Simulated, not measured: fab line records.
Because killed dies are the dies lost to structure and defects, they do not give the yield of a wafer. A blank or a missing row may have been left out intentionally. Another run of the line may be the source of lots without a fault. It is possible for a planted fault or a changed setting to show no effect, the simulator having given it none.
Matching of chambers ; flow nandHarc ; 4 sister chambers for NHARC_P_M2_STRIP_18 on rieDiel-13
The step strips in N2/H2. 8 wafers are shown with their chamber, then 7 later ones without.

WAFERS, EACH WITH ITS CHAMBER
wafer;chamber;drypumpMotorCurrentA (A);oesProductAu (a.u.)
L074.2;1;6.2;0.994
L083.1;1;6.2;0.989
L083.3;3;5.7;1.016
L083.4;2;5.4;0.996
L088.1;2;5.4;1.008
L088.6;3;5.7;1.011
L089.4;0;5.3;1.021
L089.5;0;5.2;1.013

WAFERS WITHOUT THEIR CHAMBER
wafer;drypumpMotorCurrentA (A);oesProductAu (a.u.)
L089.6;5.7;1.021
L090.3;5.7;1.004
L090.4;5.3;1.009
L090.5;5.3;1.006
L092.1;5.4;0.989
L092.3;5.3;1.011
L092.5;5.7;1.001

CHAMBER TAKEN BY EACH
wafer;from the rows above;in truth
L089.6;3;3
L090.3;3;3
L090.4;can't be placed: 0 or 2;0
L090.5;can't be placed: 0 or 2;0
L092.1;2;2
L092.3;can't be placed: 0 or 2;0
L092.5;3;3
Correctly placed: 4 of 7. From these rows, 3 cannot be placed; in 3 the true chamber is one of the candidates. 0 placed wrongly.
How it was worked out, from the rows above alone: a wafer's distance from a chamber is the root of the sum, over the readings, of the square of ((its reading less the chamber's mean) divided by the reading's scatter). If the next closest chamber is less than 2 further off than the closest, the wafer can't be placed; otherwise it belongs to the closest. Each chamber's mean is taken over the wafers shown for it. The scatter: the root of (the sum of the squares of (reading less its chamber's mean) over the shown wafers, divided by (wafers less chambers)).
